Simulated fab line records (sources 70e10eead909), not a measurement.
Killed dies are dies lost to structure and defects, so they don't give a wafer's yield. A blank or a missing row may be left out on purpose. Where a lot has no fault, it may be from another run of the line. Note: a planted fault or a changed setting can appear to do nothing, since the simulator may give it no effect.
A struck lot beside a sound one | flow nand_harc | 15 steps out of a route of 1159
Sound: the wafers L279.2, L279.3, L279.6. Wafers struck: L291.2, L291.3, L291.5. The cause is given at the end.
Per side, at each step with rows, come the tool, then ch with its chambers, and then its first start. Under that, the readings that differ: sound wafers | struck wafers | difference of the means | sigmas: that difference in standard deviations of wafers without a fault.
alike: readings whose means differ by less than 2 such deviations, and words and numbers that are the same on both sides. not compared: withheld readings, readings that some wafer has no value for, bounds like >300 that may hide the same value, and numbers for which the record gives no deviation and whose values overlap.
Wherever a step has rows on one side only, a row that says differs or no value, or a row with sigmas, the two part there. Non-overlapping numbers with no deviation appear without sigmas and do not part them. A reading that every wafer of one side lacks parts them only if that side has two wafers or more.

NHARC_A_CHANNEL_HOLE_D1_CD_MEAS_30:
  sound: cd_sem-03 at day 8 22:28; struck: cd_sem-03 at day 12 13:40
  alike: cd_nm
NHARC_A_CHANNEL_HOLE_D1_XSEM_31:
  sound on xsem-02 ch 0, day 8 22:34; struck on xsem-01 ch 0, day 12 13:45
  reading            | sound          | struck         | difference | sigmas
  tilt_deg (degrees) | 0.18 0.18 0.18 | 0.06 0.06 0.06 | -0.12      | -3
  alike: bot_cd_nm, bow_nm
NHARC_A_CHANNEL_HOLE_D1_INSPECT_40:
  sound: defect_inspect-01 at day 8 22:40; struck: defect_inspect-02 at day 12 13:51
  alike: raw_defect_count
then, 2 steps without rows for these wafers: NHARC_A_CHANNEL_FILL_D1_PRECLEAN_00 (cleans in SC1); NHARC_A_CHANNEL_FILL_D1_SRD_01.
NHARC_A_CHANNEL_FILL_D1_ALD_02: deposits SiO2, target thk 6 nm, pulse time 10 s, ald cycles 60.
  sound on ald_hk-03 ch 0,3, day 8 23:04; struck on ald_hk-02 ch 0,1, day 12 14:02
  alike: heater_power_w, precursor_pulse_height_rel
then, 1 step without rows for these wafers: NHARC_A_CHANNEL_FILL_D1_ALD_03 (deposits SiNx, target thk 6 nm, pulse time 60 s, ald cycles 58).
NHARC_A_CHANNEL_FILL_D1_ALD_14: deposits SiO2, target thk 2.5 nm, pulse time 10 s, ald cycles 25.
  sound on ald_hk-03 ch 0,1, day 9 05:51; struck on ald_hk-04 ch 0,2,3, day 12 21:29
  alike: heater_power_w, precursor_pulse_height_rel
NHARC_A_CHANNEL_FILL_D1_ALD_15: deposits SiNx, target thk 2 nm, pulse time 60 s, ald cycles 19.
  sound: ald_sin_batch-01 ch 0; struck: ald_sin_batch-01 ch 0
  alike: precursor_pulse_height_rel
then, 3 steps without rows for these wafers: NHARC_A_CHANNEL_FILL_D1_ALD_16 (deposits SiO2, target thk 1.5 nm, pulse time 10 s, ald cycles 15); NHARC_A_CHANNEL_FILL_D1_ANNEAL_17 (time 1800 s); NHARC_A_CHANNEL_FILL_D1_CVD_18 (deposits poly-Si, target thk 3 nm).
NHARC_A_CHANNEL_FILL_D1_ETCHBACK_19: etches the open film in HBr/Cl2, target depth 5 nm, time 1.7 s.
  sound on rie_si-06 ch 1,3, day 9 22:35; struck on rie_si-01 ch 1,3, day 13 14:28
  reading               | sound             | struck            | difference | sigmas
  oes_product_au (a.u.) | 1.003 1.001 0.987 | 1.233 1.227 1.228 | +0.232     | +37
  alike: chamber_pressure_mTorr, drypump_motor_current_A, throttle_valve_pct
  not compared: rf_hours_counter_h
NHARC_A_CHANNEL_FILL_D1_ETCHBACK_20: etches the open film in C4F8/O2/Ar, target depth 27 nm, time 13.5 s.
  sound on rie_diel-12 ch 0,1, day 9 22:43; struck on rie_diel-12 ch 0,1, day 13 14:35
  reading               | sound          | struck         | difference | sigmas
  oes_product_au (a.u.) | 1.00 1.00 1.00 | 0.93 0.91 0.92 | -0.08      | -2
  alike: chamber_pressure_mTorr, rf_vpp_V
  not compared: rf_hours_counter_h
-- record jumps: 10 days between struck wafers' starts before vs after; left off in module A_CHANNEL_FILL_D1, resumes in module END, first step shown is number 1159 of the route --
NHARC_END_SORT_01:
  the record has rows for the struck wafers here (prober-02 ch 0, day 23 05:32) and none for the sound ones

WHERE THEY PART
First at NHARC_A_CHANNEL_HOLE_D1_XSEM_31; last, within this record, at NHARC_END_SORT_01.

WHY: what the simulator had put in
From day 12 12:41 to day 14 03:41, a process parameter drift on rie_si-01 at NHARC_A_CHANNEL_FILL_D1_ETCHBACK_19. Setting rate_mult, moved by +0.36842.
